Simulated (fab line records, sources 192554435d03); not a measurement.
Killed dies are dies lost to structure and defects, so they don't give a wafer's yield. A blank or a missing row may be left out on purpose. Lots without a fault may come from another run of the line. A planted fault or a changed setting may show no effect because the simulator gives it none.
Chamber matching | flow n5_finfet | N5_FIN_SAQP_ALD_61 on ald_sin-03: 4 sister chambers
The step deposits SiO2, target thk 4 nm, pulse time 1 s, purge time 2 s. 8 wafers are shown with their chamber, then 7 later ones without.

WAFERS WITH THEIR CHAMBER
wafer  | chamber | heater_power_w (W) | chamber_pressure_Torr (Torr)
L081.2 | 3       | 509                | 2.005
L081.6 | 2       | 502                | 2.000
L084.1 | 3       | 497                | 2.006
L086.3 | 0       | 436                | 2.001
L086.5 | 2       | 498                | 2.003
L086.6 | 1       | 440                | 1.999
L089.1 | 1       | 447                | 1.999
L089.2 | 0       | 437                | 2.003

WAFERS WITHOUT THEIR CHAMBER
wafer  | heater_power_w (W) | chamber_pressure_Torr (Torr)
L089.5 | 478                | 1.996
L094.1 | 427                | 2.000
L094.3 | 498                | 1.997
L094.4 | 487                | 1.989
L096.1 | 484                | 2.003
L096.5 | 438                | 2.000
L096.6 | 461                | 1.994

WHICH CHAMBER EACH WENT THROUGH
wafer  | from the rows above     | in truth
L089.5 | can't be placed: 2 or 1 | 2
L094.1 | can't be placed: 0 or 1 | 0
L094.3 | 2                       | 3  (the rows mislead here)
L094.4 | can't be placed: 2 or 1 | 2
L096.1 | can't be placed: 2 or 3 | 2
L096.5 | can't be placed: 1 or 0 | 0
L096.6 | 1                       | 1
Placed correctly: 1 of 7. Can't be placed from these rows: 5 (the true chamber is among the candidates in 5). Placed wrongly: 1.
How it was worked out, from the rows above alone: a wafer's distance from a chamber is the root of the sum, over the readings, of the square of ((its reading less the chamber's mean) divided by the reading's scatter). The wafer belongs to the nearest chamber; if the next one is less than 2 further off, it can't be placed. A chamber's mean is the mean of its shown wafers. The scatter: the root of (the sum of the squares of (reading less its chamber's mean) over the shown wafers, divided by (wafers less chambers)).
